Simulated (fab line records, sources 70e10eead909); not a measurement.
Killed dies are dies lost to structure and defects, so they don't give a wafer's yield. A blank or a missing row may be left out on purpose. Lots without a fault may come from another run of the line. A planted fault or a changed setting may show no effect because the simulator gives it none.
fab line records | flow nand_harc
record lots=12 wafers=36 last_day=25
route steps=1159 shown A_SLIT@793 A_WL_FILL@828 END@1159
lots that met no fault: from a run of the same line without faults
start_h: hours from the record's first day to the start of the lot's first wafer shown | wait_h: hours since the lot's step before | " the same as in the row above | L1.1+2: a row that stands for several wafers | - no value, or no start given | * or withheld: withheld | < > ~ a bound
route shown NAME@n: a module of which the file shows steps, and the number in the route of the first | usual: mean/standard deviation of fault-free wafers | same: alike in all rows | chamber/n: place in a boat | sites: the reading at each site | _std_site: their standard deviation | _edge_site: outer sites' mean less inner sites' | radius_mm: how far each site lies from the wafer's centre | mask NAME#n: copy n | behind: the tool/chamber that last shaped the wafer | hold: why the lot was held/for how many hours/how that ended | device: the transistor (n, p or np) that didn't switch | end of line: the same wafers' tests at the end of the route | a step without rows: its recipe alone | killed: dies lost to structure and defects at the first sort, not the wafer's yield | map: a wafer's dies, x killed, . not, _ none there
set.NAME: the setting as run; set.NAME@STEP: as run at that earlier step | model.NAME: the simulator's own value behind a step, which no gauge read
steps of the route over a sample of lots; a table a step, a row a wafer
services: from which hour (start_h, from the record's first day; less than 0 if before it) a tool's chamber was out of use, for how many hours, and why
## steps
# step NHARC_A_SLIT_DESCUM_14
# recipe time_s=3 o2_flow_sccm=200 ar_flow_sccm=0 bias_power_w=0 chemistry=O2
# usual chamber_pressure_mTorr=60.00/0.056 drypump_motor_current_A=5.7/0.43 oes_product_au=0.999/0.015 rf_vpp_V=57.7/0.89 showerhead_plenum_p_Torr=1.89/0.061 throttle_valve_pct=11.311/0.0089
# columns lot.wafer tool chamber start_h wait_h chamber_pressure_mTorr drypump_motor_current_A oes_product_au rf_hours_counter_h rf_vpp_V showerhead_plenum_p_Torr throttle_valve_pct
L872.3 rie_diel-07 3 320.64 0.1 59.96 6.3 1.004 6 57.6 1.89 11.312
L872.5 " 0 " " 59.87 5.6 1.025 - 58.8 1.92 11.313
L872.6 " 1 " " 60.00 5.4 0.991 - 58.3 1.85 11.316
L871.3 rie_diel-05 3 321.69 0.1 59.94 6.2 0.988 12 56.9 1.82 11.297
L871.4 " 0 " " 59.98 5.2 1.001 12 58.9 1.97 11.318
L871.6 " 2 " " 59.94 5.5 0.999 - 58.4 2.01 11.312
L874.4 rie_diel-11 1 325.54 0.1 59.95 5.8 1.004 9 57.7 1.86 11.317
L874.3 " 3 " " 60.11 6.5 1.013 7 56.9 1.85 11.311
L874.2 " 0 " " 60.02 5.7 1.007 9 58.2 1.94 11.309
L873.1 rie_diel-11 2 330.73 0.1 60.05 5.0 0.980 9 58.2 1.89 11.310
L873.2 " 3 " " 60.10 6.4 0.998 8 58.1 1.85 11.311
L873.5 " 1 " " 60.04 5.7 1.001 - 59.0 1.86 11.313
L877.3 rie_diel-07 0 363.39 0.1 60.00 5.6 1.027 8 57.9 1.92 11.303
L877.1 " 1 " " 59.95 5.4 1.003 9 58.0 1.85 11.306
L877.2 " 2 " " 59.97 6.1 1.012 10 58.3 1.96 11.311
L880.2 rie_diel-11 1 377.90 0.1 59.98 5.8 1.007 0 57.5 1.86 11.312
L880.4 " 2 " " 59.95 5.0 0.989 0 56.9 1.89 11.310
L880.6 " 3 " " 60.03 6.4 1.031 - 58.7 1.85 11.310
L879.3 rie_diel-11 2 379.57 0.1 59.97 5.0 0.984 0 57.2 1.89 11.306
L879.1 " 0 " " 59.97 5.7 0.975 0 56.1 1.94 11.324
L879.6 " 1 " " 59.99 5.8 1.005 - 55.9 1.86 11.311
L887.1 rie_diel-11 1 416.37 0.1 60.08 5.8 1.000 2 57.2 1.86 11.313
L887.2 " 2 " " 59.98 5.0 0.997 3 57.8 1.89 11.319
L887.6 " 1 " " 60.02 5.7 1.010 - 58.5 1.86 11.318
L889.4 rie_diel-11 2 438.65 0.1 59.98 5.0 0.978 4 57.7 1.89 11.311
L889.6 " 3 " " 59.98 6.4 1.020 - 57.4 1.85 11.320
L889.5 " 0 " " 59.99 5.8 0.973 - 58.0 1.94 11.306
L891.3 rie_diel-05 1 446.43 0.1 59.90 5.6 1.007 7 57.4 1.79 11.317
L891.1 " 2 " " 59.95 5.5 1.010 7 57.7 2.01 11.318
L891.2 " 3 " " 60.06 6.1 0.965 6 57.2 1.82 11.315
L890.4 rie_diel-11 3 447.58 0.1 60.01 6.4 1.017 6 57.9 1.85 11.305
L890.3 " 0 " " 60.06 5.7 0.975 6 57.9 1.94 11.320
L890.5 " 3 " " 59.94 6.4 1.014 - 57.2 1.85 11.314
L894.2 rie_diel-11 1 469.90 0.1 59.99 5.8 1.016 7 57.5 1.85 11.320
L894.3 " 2 " " 60.08 5.0 0.991 7 58.5 1.89 11.302
L894.6 " 3 " " 60.13 6.4 1.021 - 55.9 1.85 11.308
# step NHARC_A_SLIT_ETCH_17
# recipe bias_v=900 source_w=withheld pressure_mtorr=20 ar_flow_sccm=375 c4f8_flow_sccm=83.3 o2_flow_sccm=41.7 time_s=1687.5 target_depth_a=1.01e+05 chemistry=C4F8/O2/Ar
# usual chamber_pressure_mTorr=20.002/0.019 drypump_motor_current_A=6.01/0.26 showerhead_plenum_p_Torr=3.71/0.1 throttle_valve_pct=32.046/0.0085
# columns lot.wafer tool chamber start_h wait_h chamber_pressure_mTorr drypump_motor_current_A rf_hours_counter_h showerhead_plenum_p_Torr throttle_valve_pct
L872.3 har_etch-02 1 325.57 - 19.971 6.38 - 3.56 32.049
L872.6 " 1 " " 20.001 6.40 - 3.56 32.057
L872.5 " 0 " " 19.986 5.82 - 3.84 32.036
L871.4 har_etch-01 1 326.62 - 20.009 6.17 - 3.69 32.038
L871.3 " 0 " " 20.014 5.72 - 3.80 32.049
L871.6 " 0 " " 20.003 5.73 - 3.80 32.046
L874.2 har_etch-02 1 326.99 - 20.022 6.34 175 3.56 32.048
L874.3 " 0 " " 20.000 5.80 - 3.84 32.037
L874.4 " 1 " " 20.015 6.35 - 3.56 32.049
L873.2 har_etch-02 0 331.48 - 19.976 5.84 177 3.84 32.050
L873.1 " 1 " " 19.990 6.36 177 3.56 32.041
L873.5 " 0 " " 19.964 5.81 - 3.84 32.049
L877.2 har_etch-02 1 365.49 - 20.022 6.33 194 3.55 32.043
L877.1 " 0 " " 20.008 5.83 194 3.83 32.048
L877.3 " 0 " " 19.994 5.84 - 3.83 32.049
L880.2 har_etch-02 0 378.91 - 19.999 5.82 195 3.83 32.055
L880.4 " 1 " " 20.001 6.37 - 3.55 32.063
L880.6 " 1 " " 20.006 6.41 - 3.55 32.033
L879.1 har_etch-01 1 380.34 - 20.018 6.17 26 3.68 32.049
L879.3 " 0 " " 19.976 5.73 - 3.79 32.040
L879.6 " 0 " " 19.988 5.71 - 3.79 32.045
L887.2 har_etch-01 0 418.74 - 20.036 5.70 49 3.77 32.039
L887.1 " 1 " " 20.001 6.20 49 3.67 32.038
L887.6 " 1 419.98 - 20.041 6.19 - 3.67 32.051
L889.4 har_etch-01 1 443.65 - 19.981 6.19 - 3.66 32.051
L889.5 " 0 " " 19.999 5.69 - 3.77 32.032
L889.6 " 1 " " 20.005 6.17 - 3.66 32.060
L891.1 har_etch-02 0 447.20 - 19.996 5.80 229 3.81 32.055
L891.2 " 1 " " 19.974 6.34 229 3.53 32.057
L891.3 " 1 " " 20.007 6.39 - 3.53 32.053
L890.4 har_etch-01 0 448.84 - 19.985 5.71 - 3.77 32.045
L890.3 " 1 " " 19.983 6.18 - 3.66 32.026
L890.5 " 1 " " 20.022 6.19 - 3.66 32.049
L894.2 har_etch-02 0 471.95 - 20.004 5.82 240 3.80 32.048
L894.3 " 0 " " 20.012 5.81 - 3.80 32.036
L894.6 " 1 " " 19.989 6.36 - 3.53 32.059
# step NHARC_A_WL_FILL_CVD_23
# recipe target_thk_a=400 temp_c=620 pressure_mtorr=200 time_s=800 material=poly-Si
# usual spike_tc_centre_C=620.6/1.5 zone_power_bottom_pct=13.7/0.35
# columns lot.wafer tool chamber start_h wait_h spike_tc_centre_C zone_power_bottom_pct
L872.3 lpcvd_poly-04 0 353.24 2.3 619.5 13.9
L872.5 " 0 " " 621.1 14.2
L872.6 " 0 " " 622.4 14.2
L874.2 lpcvd_poly-04 0 353.24 2.3 621.2 14.2
L874.3 " 0 " " 622.5 14.2
L874.4 " 0 " " 621.7 14.1
L871.3 lpcvd_poly-01 0 356.75 2.6 621.4 13.4
L871.4 " 0 " " 622.4 13.5
L871.6 " 0 " " 621.9 13.2
L873.1 lpcvd_poly-04 0 361.84 2.3 620.6 14.0
L873.2 " 0 " " 621.6 14.4
L873.5 " 0 " " 621.5 14.1
L880.2 lpcvd_poly-01 0 409.08 1.3 621.2 13.4
L880.4 " 0 " " 620.0 13.6
L880.6 " 0 " " 621.9 13.3
L877.1 lpcvd_poly-04 0 423.76 32.2 620.6 14.0
L877.2 " 0 " " 619.9 14.1
L877.3 " 0 " " 621.4 14.2
L879.1 lpcvd_poly-01 0 439.08 30.2 620.2 13.4
L879.3 " 0 " " 622.0 13.8
L879.6 " 0 " " 620.6 13.2
L889.4 lpcvd_poly-03 0 472.73 2.4 619.6 13.6
L889.5 " 0 " " 618.2 13.6
L889.6 " 0 " " 619.6 13.9
L890.3 lpcvd_poly-04 0 475.84 2.3 621.3 14.1
L890.4 " 0 " " 620.4 14.2
L890.5 " 0 " " 621.5 14.2
L891.1 lpcvd_poly-04 0 475.84 2.2 621.6 14.3
L891.2 " 0 " " 620.9 13.9
L891.3 " 0 " " 620.9 14.1
L887.1 lpcvd_poly-01 0 477.58 32.4 620.5 13.4
L887.2 " 0 " " 619.2 13.6
L887.6 " 0 " " 621.0 13.4
L894.2 lpcvd_poly-01 0 507.89 2.6 619.1 13.4
L894.3 " 0 " " 620.2 13.8
L894.6 " 0 " " 619.9 13.4
# step NHARC_A_WL_FILL_ETCHBACK_26
# recipe target_depth_a=520 time_s=13.3 hbr_flow_sccm=150 rf_w=350 icp_w=350 bias_w=60 chemistry=HBr
# usual bias_w=60.02/0.18 chamber_pressure_mTorr=15.002/0.013 drypump_motor_current_A=5.8/0.39 oes_product_au=1.002/0.0094 throttle_valve_pct=23.266/0.0097
# columns lot.wafer tool chamber start_h wait_h bias_w chamber_pressure_mTorr drypump_motor_current_A oes_product_au rf_hours_counter_h throttle_valve_pct
L874.4 rie_si-06 2 355.88 0.4 59.95 15.024 5.6 1.001 1.3 23.264
L874.3 " 3 " " 60.17 15.009 6.4 0.992 1.1 23.250
L874.2 " 0 " " 60.20 15.020 6.5 1.018 1.1 23.272
L872.3 rie_si-03 0 355.88 0.4 59.69 15.009 4.9 0.992 0.1 23.264
L872.6 " 3 " " 60.00 14.997 6.0 0.997 - 23.274
L872.5 " 0 " " 59.91 15.025 4.9 0.990 - 23.279
L871.3 rie_si-06 3 359.34 0.4 60.19 14.995 6.4 1.003 1.1 23.259
L871.4 " 0 " " 60.41 15.002 6.5 1.011 1.1 23.263
L871.6 " 2 " " 59.79 15.021 5.6 0.989 - 23.262
L873.1 rie_si-04 3 364.44 0.4 59.92 14.963 5.5 0.993 0.6 23.269
L873.2 " 0 " " 59.99 14.995 5.8 0.989 0.6 23.275
L873.5 " 3 " " 60.09 15.006 5.5 1.000 - 23.262
L880.2 rie_si-03 1 411.73 0.4 60.08 15.016 5.7 0.990 0.4 23.267
L880.6 " 2 " " 60.23 14.995 5.4 1.000 - 23.253
L880.4 " 3 " " 60.25 14.985 6.0 0.993 - 23.268
L877.3 rie_si-04 2 426.36 0.4 59.84 14.983 5.9 1.016 0.8 23.285
L877.2 " 0 " " 59.66 15.004 5.8 0.989 0.8 23.270
L877.1 " 1 " " 60.15 14.996 6.1 1.008 0.8 23.255
L879.3 rie_si-06 2 441.70 0.4 59.81 15.014 5.6 1.005 0.2 23.270
L879.1 " 3 " " 60.07 14.999 6.4 1.004 0.4 23.267
L879.6 " 0 " " 59.81 14.987 6.5 1.008 - 23.259
L889.4 rie_si-04 2 475.37 0.4 60.18 14.999 5.9 1.026 0.1 23.272
L889.5 " 0 " " 59.77 15.011 5.8 1.020 - 23.266
L889.6 " 1 " " 60.14 14.997 6.1 1.011 - 23.267
L891.1 rie_si-03 1 478.39 0.4 59.94 14.994 5.7 1.010 1.0 23.265
L891.3 " 3 " " 60.13 15.034 6.0 0.996 0.8 23.267
L891.2 " 0 " " 60.21 14.986 4.9 0.993 0.9 23.263
L890.4 rie_si-04 3 478.41 0.4 60.12 15.009 5.5 0.996 0.1 23.275
L890.3 " 0 " " 60.03 14.972 5.8 1.009 0.1 23.259
L890.5 " 3 " " 60.12 14.971 5.5 1.011 - 23.285
L887.1 rie_si-04 1 480.15 0.4 59.97 15.009 6.1 1.012 1.2 23.252
L887.2 " 3 " " 60.03 15.007 5.5 0.988 1.0 23.268
L887.6 " 2 " " 60.24 15.010 5.9 1.017 - 23.256
L894.3 rie_si-06 1 510.50 0.4 59.96 15.005 5.6 1.010 1.1 23.259
L894.2 " 2 " " 60.27 15.008 5.6 1.004 1.1 23.275
L894.6 " 1 " " 60.14 14.985 5.6 0.990 - 23.245
# step NHARC_END_SORT_01
# recipe temp_c=25
# usual killed_at_array=27/10 killed_at_other=0.6/0.96 killed_at_periphery=3.4/2.7 killed_dies=31/10 killed_open=2.9/1.8 killed_short=1.8/1.4
# same gross_dies=677
# columns lot.wafer tool chamber start_h wait_h killed_at_array killed_at_other killed_at_periphery killed_dies killed_open killed_short
L877.1 prober-01 0 502.96 2.5 32 0 2 34 2 3
L877.2 prober-01 0 503.76 2.8 34 0 1 35 1 0
L877.3 prober-01 0 504.55 3.1 47 0 4 51 3 1
L879.3 prober-01 0 524.40 3.1 14 0 12 26 1 5
L887.1 prober-02 0 561.34 2.5 15 0 1 16 5 3
L887.2 prober-02 0 562.13 2.8 15 0 1 16 2 5
L887.6 prober-02 0 565.29 3.9 18 1 0 19 4 4
# killed by level:class
L877.1 A_CHANNEL_HOLE_D1:chamber_film_flake=9 A_SLIT:chamber_film_flake=9 A_BLC:chamber_film_flake=5 A_STAIRCASE:chamber_film_flake=3 P_M0:geometric_particle:short=1 A_ONON_D1:geometric_particle:short=1 A_WL_FILL:geometric_particle:open=1 A_CONTACT:geometric_particle:open=1
L877.2 A_SLIT:chamber_film_flake=17 A_CHANNEL_HOLE_D1:chamber_film_flake=6 A_STAIRCASE:chamber_film_flake=4 A_ZERO_WELL:chamber_film_flake=2 A_WL_FILL:chamber_film_flake=2 A_BLC:chamber_film_flake=2 P_STI:geometric_particle:open=1 A_CONTACT:chamber_film_flake=1
L877.3 A_CHANNEL_HOLE_D1:chamber_film_flake=19 A_SLIT:chamber_film_flake=10 A_WL_FILL:chamber_film_flake=6 A_BLC:chamber_film_flake=4 A_STAIRCASE:chamber_film_flake=4 A_ZERO_WELL:chamber_film_flake=2 P_CONTACT:geometric_particle:open=1 P_M1:geometric_particle:short=1
L879.3 P_ZERO_WELL:chamber_film_flake=7 P_M1:chamber_film_flake=3 A_CHANNEL_HOLE_D1:chamber_film_flake=3 A_SGD_CUT:geometric_particle:short=2 A_SLIT:chamber_film_flake=2 P_CONTACT:geometric_particle:short=1 A_CHANNEL_FILL_D1:geometric_particle:short=1 A_WL_FILL:geometric_particle:short=1
L887.1 A_CHANNEL_HOLE_D1:chamber_film_flake=5 A_CHANNEL_FILL_D1:geometric_particle:open=2 A_CONTACT:chamber_film_flake=2 P_CONTACT:geometric_particle:short=1 A_ONON_D1:geometric_particle:open=1 A_CHANNEL_FILL_D1:geometric_particle:short=1 A_SGD_CUT:geometric_particle:open=1 A_WL_FILL:geometric_particle:open=1
L887.2 A_CHANNEL_HOLE_D1:chamber_film_flake=3 A_ONON_D1:geometric_particle:short=2 A_STAIRCASE:chamber_film_flake=2 A_CONTACT:chamber_film_flake=2 A_CHANNEL_HOLE_D1:geometric_particle:short=1 A_SGD_CUT:geometric_particle:short=1 A_SGD_CUT:geometric_particle:open=1 A_CONTACT:geometric_particle:short=1
L887.6 A_CONTACT:chamber_film_flake=6 A_CHANNEL_HOLE_D1:chamber_film_flake=5 A_CHANNEL_FILL_D1:geometric_particle:open=2 A_SOURCE_PLATE:geometric_particle:short=1 A_SGD_CUT:geometric_particle:short=1 A_M0:geometric_particle:open=1 A_M1:geometric_particle:short=1 A_BONDPAD:geometric_particle:open=1
## services
# columns tool chamber start_h hours kind
rie_si-06 3 299.69 3.9 repair
rie_diel-05 2 303.04 4.6 repair
har_etch-01 - 305.00 17.0 pm
rie_si-06 1 306.87 8.4 repair
lpcvd_poly-04 - 314.53 26.0 pm
rie_si-06 0 330.25 2.1 repair
rie_si-03 - 332.00 9.0 pm
har_etch-02 - 335.63 1.4 repair
rie_diel-11 1 340.15 5.4 repair
rie_diel-05 - 340.60 9.0 pm
rie_diel-05 - 351.55 0.5 repair
rie_si-06 - 360.09 9.0 pm
rie_diel-07 2 366.43 8.1 repair
rie_diel-11 - 366.60 9.0 pm
har_etch-01 - 368.45 8.9 repair
rie_si-04 2 407.22 8.1 repair
rie_si-03 0 407.74 4.5 repair
rie_si-04 3 431.12 11.9 repair
lpcvd_poly-04 - 437.48 1.9 repair
rie_si-04 - 453.00 9.0 pm
lpcvd_poly-01 - 483.96 9.2 repair
rie_si-04 0 499.86 13.2 repair
rie_si-04 1 503.63 2.7 repair
rie_si-03 - 509.00 9.0 pm
## key
first_sign step=NHARC_A_WL_FILL_CVD_23 reading=wait_h direction=changed
effect none on later readings
met_at NHARC_A_WL_FILL_CVD_23
struck_lots L877,L879,L887
struck_wafers L877.1,L877.2,L877.3,L879.1,L879.3,L879.6,L887.1,L887.2,L887.6
rows_end L879.1,L879.6
tester_left_out L877,L879,L887
not_acting_at NHARC_A_SLIT_DESCUM_14,NHARC_A_SLIT_ETCH_17,NHARC_A_WL_FILL_ETCHBACK_26
fault kind=queue_time_violation tool=lpcvd_poly-01,lpcvd_poly-03,lpcvd_poly-04 chamber=0 onset_h=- steps=NHARC_A_WL_FILL_CVD_23 delay_hr=30 scope=struck_lots_only
# tester_left_out: of these lots the tester's yield and bins aren't shown, on N5 and GAA mostly nor the transistor test; their killed dies are dies lost to structure and defects alone, not to doping, threshold or leakage, so they don't give the yield
# rows_end: these wafers met a further fault down the route, and their rows from its step on are left out
